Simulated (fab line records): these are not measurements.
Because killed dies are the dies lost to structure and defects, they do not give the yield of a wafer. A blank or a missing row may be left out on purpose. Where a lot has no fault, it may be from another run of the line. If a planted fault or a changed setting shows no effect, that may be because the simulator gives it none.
Which tool did it? | flow n5-finfet | 26 wafers from 9 lots sampled at 5 of the route's 1938 steps

== WHAT THE GAUGES READ, wafer by wafer ==
N5_BEOL_M0_OCD_MEAS_108. Usual: trench-depth-nm 32.8 nm, standard deviation 0.62.
lot  | measured     | on     | trench-depth-nm (nm) | flag
L795 | day 6 02:29  | ocd-02 | 33.2 32.5 33.5       |
L799 | day 6 20:35  | ocd-02 | 33.0 33.8 32.1       |
L800 | day 7 00:19  | ocd-02 | 33.7 32.8 33.1       |
L801 | day 7 10:05  | ocd-01 | 31.9 33.7 32.1       |
L802 | day 7 16:13  | ocd-01 | 33.4 33.0            |
L809 | day 9 16:35  | ocd-02 | 32.6 33.0 32.2       |
L812 | day 10 03:29 | ocd-01 | 33.2 33.5 33.5       |
L814 | day 10 17:10 | ocd-01 | 33.7 31.7 32.7       |
L815 | day 11 03:52 | ocd-02 | 31.9 32.0 32.1       |

N5_BEOL_M4_RC_MEAS_101. Usual: DIBL_N 37.0 mV/V, standard deviation 1.6; DIBL_P 37.0 mV/V, standard deviation 2.1; IOFF_N 0.17 nA/um, standard deviation 0.032; IOFF_P 0.22 nA/um, standard deviation 0.043; ION_N 679 uA/um, standard deviation 13; ION_P 465 uA/um, standard deviation 9.5; SS_N 71.7 mV/dec, standard deviation 0.59; SS_P 73.6 mV/dec, standard deviation 0.64; VT_N 249 mV, standard deviation 3.2; VT_P -249 mV, standard deviation 4.1.
lot  | measured     | on        | DIBL_N (mV/V)  | DIBL_P (mV/V)  | IOFF_N (nA/um) | IOFF_P (nA/um) | ION_N (uA/um) | ION_P (uA/um) | SS_N (mV/dec)  | SS_P (mV/dec)  | VT_N (mV)   | VT_P (mV)      | flag
L795 | day 10 21:20 | prober-01 | 36.1 37.7 35.1 | 34.2 34.9 34.2 | 0.13 0.15 0.12 | 0.17 0.18 0.17 | 663 662 656   | 454 453 450   | 71.3 71.9 72.3 | 73.7 73.6 73.1 | 252 252 257 | -257 -256 -255 |
L799 | day 10 21:41 | prober-02 | 39.1 34.8 36.4 | 40.2 35.0 37.1 | 0.24 0.13 0.18 | 0.30 0.19 0.23 | 680 659 685   | 467 463 468   | 72.0 71.8 72.3 | 74.4 73.2 73.3 | 245 254 250 | -247 -249 -248 |
L800 | day 11 19:07 | prober-01 | 38.3 39.5 38.3 | 38.2 38.6 38.5 | 0.19 0.22 0.20 | 0.23 0.24 0.22 | 691 683 685   | 469 465 467   | 72.0 72.1 71.9 | 73.2 74.2 73.5 | 246 241 245 | -249 -248 -250 |
L801 | day 13 10:34 | prober-02 | 35.3 35.4 36.9 | 36.0 36.8 38.3 | 0.17 0.17 0.19 | 0.23 0.25 0.26 | 687 696 679   | 472 477 464   | 71.3 70.7 71.1 | 73.0 73.4 73.2 | 247 248 249 | -247 -247 -247 |
L802 | day 12 13:52 | prober-01 | 39.5 38.1      | 38.6 37.6      | 0.20 0.16      | 0.24 0.23      | 681 688       | 461 471       | 72.1 71.3      | 72.5 73.8      | 247 249     | -249 -249      |
L809 | day 14 08:27 | prober-02 | 38.4 35.5 38.5 | 38.5 34.1 37.9 | 0.21 0.15 0.21 | 0.31 0.22 0.28 | 691 667 682   | 481 459 473   | 72.2 71.4 72.4 | 73.4 73.4 73.9 | 244 249 244 | -243 -248 -247 |
L812 | day 15 06:29 | prober-01 | 39.9 34.1 33.9 | 43.9 37.2 35.6 | 0.27 0.14 0.14 | 0.38 0.22 0.20 | 698 659 655   | 481 458 453   | 72.1 71.6 71.4 | 75.1 73.2 73.2 | 241 249 251 | -241 -251 -249 |
L814 | day 15 07:17 | prober-02 | 35.7 37.2 36.7 | 35.7 38.3 36.9 | 0.15 0.19 0.16 | 0.22 0.26 0.21 | 668 687 670   | 463 472 458   | 72.1 72.0 71.7 | 73.2 73.7 74.2 | 249 248 252 | -248 -247 -249 |
L815 | day 16 07:55 | prober-01 | 36.6 34.4 34.6 | 36.5 34.2 34.8 | 0.17 0.13 0.14 | 0.20 0.17 0.18 | 679 667 679   | 456 457 464   | 71.8 70.5 70.6 | 73.6 72.9 73.1 | 247 251 251 | -254 -253 -252 |

== WHAT TOOL EACH LOT RAN ON (gives the tool, then ch and the chambers of the sampled wafers, and finally the start) ==
lot  | N5_BEOL_M0_CUTY_DESCUM_61          | N5_BEOL_M0_STRIP_140               | N5_BEOL_M0_ETCH_128
L795 | rie-diel-02 ch 0,1,3, day 5 20:57  | rie-diel-03 ch 0,1, day 6 02:10    | rie-diel-03 ch 0,1,2, day 6 02:20
L799 | rie-diel-03 ch 0,2,3, day 6 19:37  | rie-diel-03 ch 0,1,2, day 6 20:17  | rie-diel-02 ch 0,2,3, day 6 20:26
L800 | rie-diel-05 ch 0,1,2, day 6 23:29  | rie-diel-05 ch 1,2,3, day 7 00:01  | rie-diel-03 ch 1,2,3, day 7 00:10
L801 | rie-diel-05 ch 1,2,3, day 7 03:46  | rie-diel-05 ch 0,1,2, day 7 09:48  | rie-diel-03 ch 2,3, day 7 09:56
L802 | rie-diel-05 ch 0,1, day 7 10:19    | rie-diel-05 ch 1,3, day 7 15:45    | rie-diel-02 ch 2, day 7 16:05
L809 | rie-diel-03 ch 0,1,2, day 9 13:50  | rie-diel-05 ch 1,3, day 9 16:17    | rie-diel-02 ch 0,1,3, day 9 16:26
L812 | rie-diel-02 ch 0,1,3, day 10 02:22 | rie-diel-03 ch 0,1,2, day 10 02:55 | rie-diel-03 ch 1,2, day 10 03:21
L814 | rie-diel-03 ch 0,1,2, day 10 13:53 | rie-diel-05 ch 0,1,3, day 10 16:53 | rie-diel-05 ch 0,2,3, day 10 17:02
L815 | rie-diel-02 ch 0,2,3, day 10 22:53 | rie-diel-05 ch 1,3, day 11 03:16   | rie-diel-02 ch 0,1, day 11 03:43
- N5_BEOL_M0_CUTY_DESCUM_61: chemistry O2, time 7.9 s.
- N5_BEOL_M0_STRIP_140: strips in CF4.
- N5_BEOL_M0_ETCH_128: etches SiCN in CF4/N2, target depth 12 nm, overetch 5.1 nm, time 21.4 s.

== WHAT THE TOOLS THEMSELVES READ (means of the sampled wafers that have a number; where no wafer has one, the mark that the record gives instead) ==
N5_BEOL_M0_CUTY_DESCUM_61. Usual: chamber-pressure-mTorr 20.001 mTorr, standard deviation 0.02; drypump-motor-current-A 5.7 A, standard deviation 0.53; oes-product-au 0.78 a.u., standard deviation 0.097; rf-vpp-V 242.9 V, standard deviation 1.5; showerhead-plenum-p-Torr 2.08 Torr, standard deviation 0.085; throttle-valve-pct 20.36 %, standard deviation 0.22.
lot  | tool        | chamber-pressure-mTorr (mTorr) | drypump-motor-current-A (A) | oes-product-au (a.u.) | rf-vpp-V (V) | showerhead-plenum-p-Torr (Torr) | throttle-valve-pct (%) | flag
L795 | rie-diel-02 | 20.004                         | 5.9                         | 0.90                  | 243.7        | 2.17                            | 20.36                  |
L799 | rie-diel-03 | 20.015                         | 5.6                         | 0.68                  | 241.3        | 2.01                            | 20.45                  |
L800 | rie-diel-05 | 19.990                         | 5.8                         | 0.76                  | 242.6        | 2.05                            | 20.33                  |
L801 | rie-diel-05 | 19.993                         | 5.5                         | 0.77                  | 243.2        | 2.09                            | 20.14                  |
L802 | rie-diel-05 | 19.995                         | 5.8                         | 0.71                  | 241.8        | 2.02                            | 20.48                  |
L809 | rie-diel-03 | 20.018                         | 5.7                         | 0.82                  | 244.0        | 2.11                            | 20.40                  |
L812 | rie-diel-02 | 19.999                         | 5.9                         | 0.84                  | 243.5        | 2.16                            | 20.40                  |
L814 | rie-diel-03 | 20.008                         | 5.7                         | 0.81                  | 243.1        | 2.11                            | 20.41                  |
L815 | rie-diel-02 | 19.998                         | 6.2                         | 0.78                  | 244.0        | 2.14                            | 20.53                  |

N5_BEOL_M0_STRIP_140. Usual: bias-power-w 75.02 W, standard deviation 0.18; cf4-flow-sccm 149.9 sccm, standard deviation 0.48; chamber-pressure-mTorr 50.01 mTorr, standard deviation 0.061; drypump-motor-current-A 5.7 A, standard deviation 0.54; oes-product-au 0.78 a.u., standard deviation 0.093; rf-vpp-V 271.1 V, standard deviation 1.8; showerhead-plenum-p-Torr 1.79 Torr, standard deviation 0.063; throttle-valve-pct 13.47 %, standard deviation 0.21.
lot  | tool        | bias-power-w (W) | cf4-flow-sccm (sccm) | chamber-pressure-mTorr (mTorr) | drypump-motor-current-A (A) | oes-product-au (a.u.) | rf-vpp-V (V) | showerhead-plenum-p-Torr (Torr) | throttle-valve-pct (%) | flag
L795 | rie-diel-03 | 74.98            | 150.9                | 50.00                          | 5.4                         | 0.77                  | 270.3        | 1.77                            | 13.46                  |
L799 | rie-diel-03 | -                | -                    | -                              | -                           | -                     | -            | -                               | -                      | OFF
L800 | rie-diel-05 | -                | -                    | -                              | -                           | -                     | -            | -                               | -                      | OFF
L801 | rie-diel-05 | -                | -                    | -                              | -                           | -                     | -            | -                               | -                      | OFF
L802 | rie-diel-05 | 75.14            | 149.4                | 50.03                          | 5.2                         | 0.72                  | 271.2        | 1.77                            | 13.44                  |
L809 | rie-diel-05 | 75.00            | 149.6                | 50.04                          | 5.3                         | 0.71                  | 270.7        | 1.77                            | 13.46                  |
L812 | rie-diel-03 | 74.85            | 150.1                | 50.02                          | 5.7                         | 0.82                  | 273.1        | 1.80                            | 13.50                  |
L814 | rie-diel-05 | 74.89            | 149.5                | 50.00                          | 5.6                         | 0.78                  | 272.6        | 1.81                            | 13.51                  |
L815 | rie-diel-05 | 75.00            | 150.1                | 49.99                          | 5.2                         | 0.70                  | 270.5        | 1.76                            | 13.52                  |

N5_BEOL_M0_ETCH_128. Usual: chamber-pressure-mTorr 40.00 mTorr, standard deviation 0.034; drypump-motor-current-A 5.8 A, standard deviation 0.57; oes-product-au 0.55 a.u., standard deviation 0.061; rf-vpp-V 382.5 V, standard deviation 2.3; showerhead-plenum-p-Torr 2.21 Torr, standard deviation 0.091; throttle-valve-pct 15.33 %, standard deviation 0.21.
lot  | tool        | chamber-pressure-mTorr (mTorr) | drypump-motor-current-A (A) | oes-product-au (a.u.) | rf-vpp-V (V) | showerhead-plenum-p-Torr (Torr) | throttle-valve-pct (%) | flag
L795 | rie-diel-03 | 40.00                          | 5.7                         | 0.52                  | 381.3        | 2.15                            | 15.46                  |
L799 | rie-diel-02 | 40.01                          | 6.2                         | 0.58                  | 383.5        | 2.26                            | 15.38                  |
L800 | rie-diel-03 | 40.00                          | 6.0                         | 0.51                  | 380.6        | 2.10                            | 15.58                  |
L801 | rie-diel-03 | 39.98                          | 5.8                         | 0.46                  | 380.0        | 2.08                            | 15.62                  |
L802 | rie-diel-02 | 39.98                          | 6.5                         | 0.53                  | 381.4        | 2.11                            | 15.32                  |
L809 | rie-diel-02 | 39.98                          | 5.9                         | 0.58                  | 384.6        | 2.27                            | 15.33                  |
L812 | rie-diel-03 | 39.98                          | 5.9                         | 0.62                  | 384.8        | 2.27                            | 15.36                  |
L814 | rie-diel-05 | 40.01                          | 5.8                         | 0.56                  | 383.3        | 2.25                            | 15.26                  |
L815 | rie-diel-02 | 39.99                          | 5.4                         | 0.58                  | 384.6        | 2.28                            | 15.35                  |

== THE ANSWER, worked out from the rows above alone ==
Rule: lot off if the mean of its wafers having a number is beyond 3 standard deviations from the usual mean. Also off: a lot with no number at a reading for which 4 or more lots have one. Where the step has rows for the other lots, those lots are counted as sound. The gauges are gone through in route order, then the tools' own readings, and for those a lot's mean is taken as printed above. At the first step where some lot is off, the reading lying furthest off is the one used; lots without a number count as furthest.
Off at N5_BEOL_M0_STRIP_140 (bias-power-w): L799, L800, L801. Without a number there: L799, L800, L801.
If a tool, at that step or one of the process steps before it, ran each lot that is off and ran no sound lot following the first of them, it fits. No candidate that was tried fits.

== WHAT THE SIMULATOR HAD INSERTED ==
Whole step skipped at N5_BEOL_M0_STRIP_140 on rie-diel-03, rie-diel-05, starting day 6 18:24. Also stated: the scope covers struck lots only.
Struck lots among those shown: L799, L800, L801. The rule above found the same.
